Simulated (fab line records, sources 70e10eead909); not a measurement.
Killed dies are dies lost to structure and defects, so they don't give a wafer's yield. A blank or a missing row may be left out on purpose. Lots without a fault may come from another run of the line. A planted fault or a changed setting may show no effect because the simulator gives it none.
Chamber matching | flow nand_harc | NHARC_P_CONTACT_ALD_22 on ald_metal-04: 4 sister chambers
The step deposits TiN, target thk 3 nm, pulse time 1 s, ald cycles 150. 14 wafers are shown with their chamber, then 7 later ones without.

WAFERS WITH THEIR CHAMBER
wafer  | chamber | heater_power_w (W) | precursor_pulse_height_rel
L450.1 | 3       | 1004               | 0.983
L450.2 | 0       | 1034               | 0.975
L450.6 | 3       | 981                | 0.966
L451.1 | 0       | 1069               | 1.019
L451.5 | 2       | 1161               | 1.002
L451.6 | 3       | 1012               | 1.000
L453.2 | 2       | 1165               | 1.020
L453.3 | 0       | 1068               | 1.015
L453.4 | 1       | 1051               | 1.000
L455.2 | 3       | 967                | 1.013
L455.4 | 2       | 1127               | 0.992
L455.6 | 2       | 1142               | 1.019
L456.1 | 2       | 1120               | 1.006
L456.2 | 3       | 964                | 1.001

SIGNATURES (means of the wafers above)
reading                    | chamber 0 | chamber 1 | chamber 2 | chamber 3 | scatter within a chamber
heater_power_w             | 1057.00   | 1051.00   | 1143.00   | 985.60    | 20.6
precursor_pulse_height_rel | 1.00300   | 1.00000   | 1.00780   | 0.99260   | 0.0176
Rule: a wafer's distance from a chamber is the root of the sum, over the readings, of the square of ((its reading less the chamber's mean) divided by the reading's scatter). The wafer belongs to the nearest chamber; if the next one is less than 2 further off, it can't be placed. The scatter: the root of (the sum of the squares of (reading less its chamber's mean) over the shown wafers, divided by (wafers less chambers)).

WAFERS WITHOUT THEIR CHAMBER
wafer  | heater_power_w (W) | precursor_pulse_height_rel
L456.4 | 1027               | 1.011
L458.2 | 991                | 1.006
L458.4 | 1031               | 1.044
L458.5 | 977                | 1.008
L462.1 | 1057               | 0.985
L462.5 | 1051               | 1.020
L462.6 | 1059               | 1.005

WHICH CHAMBER EACH WENT THROUGH
wafer  | from the rows above          | in truth
L456.4 | can't be placed: 1 or 0 or 3 | 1
L458.2 | 3                            | 3
L458.4 | can't be placed: 0 or 1 or 3 | 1
L458.5 | 3                            | 3
L462.1 | can't be placed: 1 or 0      | 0
L462.5 | can't be placed: 0 or 1      | 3
L462.6 | can't be placed: 0 or 1      | 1
Placed correctly: 2 of 7. Can't be placed from these rows: 5 (the true chamber is among the candidates in 4). Placed wrongly: 0.
